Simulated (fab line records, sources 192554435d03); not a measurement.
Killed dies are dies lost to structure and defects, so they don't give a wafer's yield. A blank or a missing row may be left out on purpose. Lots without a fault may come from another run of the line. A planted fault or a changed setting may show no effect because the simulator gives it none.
Split-lot experiment | flow n5_finfet | 7 lots, 21 wafers read, on a route of 1938 steps

THE SPLIT
At N5_BEOL_M6_COAT_22 (resist thk 30 nm), the setting spin_rpm was moved away from the recipe's 1500 rpm on 8 of the 21 wafers read, by -6.4% to +9.6%. The other wafers ran this setting at the recipe's value.

FROM THE SPLIT TO THE READING: what the file shows between them, 4 steps
- N5_BEOL_M6_EBR_24
- N5_BEOL_M6_SOFTBAKE_23: time 60 s
- N5_BEOL_M6_EXPOSE_25: exposes mask V5, target cd 40 nm
- N5_BEOL_M6_PEB_26: peb time 60 s

THE READING
CAR-EUV_of_BEOL_M6_COAT_22.thk_nm (the simulator's own value, which no gauge read), in nm, at N5_BEOL_M6_DEVELOP_27 (develop time 30 s). The file gives no usual value for it. The 13 wafers here that ran the recipe average 29.6 nm, standard deviation 0.084 nm.

wafer  | tool, chamber at the split | spin_rpm as run, rpm | against the recipe | CAR-EUV_of_BEOL_M6_COAT_22.thk_nm, nm | against lot-mates on the recipe
L078.1 | litho_track-04, 0          | 1428                 | -4.8%              | 30.2                                  | +0.6
L078.2 | litho_track-04, 0          | 1500                 | recipe             | 29.6                                  | -
L078.6 | litho_track-04, 0          | 1500                 | recipe             | 29.6                                  | -
L080.1 | litho_track-03, 0          | 1500                 | recipe             | 29.4                                  | -
L080.2 | litho_track-03, 0          | 1562                 | +4.1%              | 28.8                                  | -0.6
L080.6 | litho_track-03, 0          | 1562                 | +4.1%              | 28.8                                  | -0.6
L092.1 | litho_track-04, 0          | 1500                 | recipe             | 29.6                                  | -
L092.3 | litho_track-04, 0          | 1500                 | recipe             | 29.4                                  | -
L092.4 | litho_track-04, 0          | 1644                 | +9.6%              | 28                                    | -1.5
L093.2 | litho_track-03, 0          | 1500                 | recipe             | 29.6                                  | -
L093.5 | litho_track-03, 0          | 1500                 | recipe             | 29.6                                  | -
L093.6 | litho_track-03, 0          | 1500                 | recipe             | 29.6                                  | -
L094.3 | litho_track-02, 0          | 1404                 | -6.4%              | 30.6                                  | +1.0
L094.4 | litho_track-02, 0          | 1404                 | -6.4%              | 30.4                                  | +0.8
L094.5 | litho_track-02, 0          | 1500                 | recipe             | 29.6                                  | -
L096.1 | litho_track-04, 0          | 1500                 | recipe             | 29.4                                  | -
L096.5 | litho_track-04, 0          | 1500                 | recipe             | 29.6                                  | -
L096.6 | litho_track-04, 0          | 1500                 | recipe             | 29.6                                  | -
L097.2 | litho_track-04, 0          | 1500                 | recipe             | 29.6                                  | -
L097.4 | litho_track-04, 0          | 1439                 | -4.1%              | 30.2                                  | +0.6
L097.5 | litho_track-04, 0          | 1439                 | -4.1%              | 30.2                                  | +0.6

THE FIT
A straight line over all 21 wafers: CAR-EUV_of_BEOL_M6_COAT_22.thk_nm changes by -0.158 nm for each +1% of spin_rpm; r = -0.99; the points scatter about the line by 0.087 nm.
The same after taking each lot's own level away (the mean of its wafers on the recipe; 21 wafers): -0.147 nm for each +1%; r = -0.99; scatter 0.067 nm.
On that fit, the largest move of spin_rpm shifts the reading by 1.4 nm.
The lots' own levels span 29.40 to 29.60 nm, that is 2.4 times the standard deviation above.
So the lot-to-lot level changes the slope little: the two slopes agree.
Check: with one of the wafers moved furthest among these (+9.6%) left out of the fit, the line predicts -1.36 nm for it against its lot-mates. It came out at -1.5 nm against them.

OTHER SPLITS ON THESE WAFERS
These wafers also went through other splits before the reading. Each is held against what the fit with the lots' levels taken away leaves over:
other split on the same wafers | wafers away from the commonest value | r with CAR-EUV_of_BEOL_M6_COAT_22.thk_nm (lot level and that fit taken away)
N5_BEOL_M5_COAT_22 spin_rpm    | 7                                    | -0.16
N5_BEOL_M6_ETCH_62 bias_w      | 6                                    | +0.18

THE WHOLE CHAIN: every reading that the file lists as answering this split, in the file's order
step                  | what it does      | reading                                                                            | change (the file's fit)               | r (the file's)
N5_BEOL_M6_COAT_22    | resist thk 30 nm  | CAR-EUV_of_BEOL_M6_COAT_22.thk_nm (the simulator's own value, which no gauge read) | -0.138 nm for each +1% of the setting | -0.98
N5_BEOL_M6_DEVELOP_27 | develop time 30 s | CAR-EUV_of_BEOL_M6_COAT_22.thk_nm (the simulator's own value, which no gauge read) | -0.147 nm for each +1% of the setting | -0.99

THE FILE'S OWN FIT
CAR-EUV_of_BEOL_M6_COAT_22.thk_nm changes by -0.147 nm for each +1% of spin_rpm, r = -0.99.
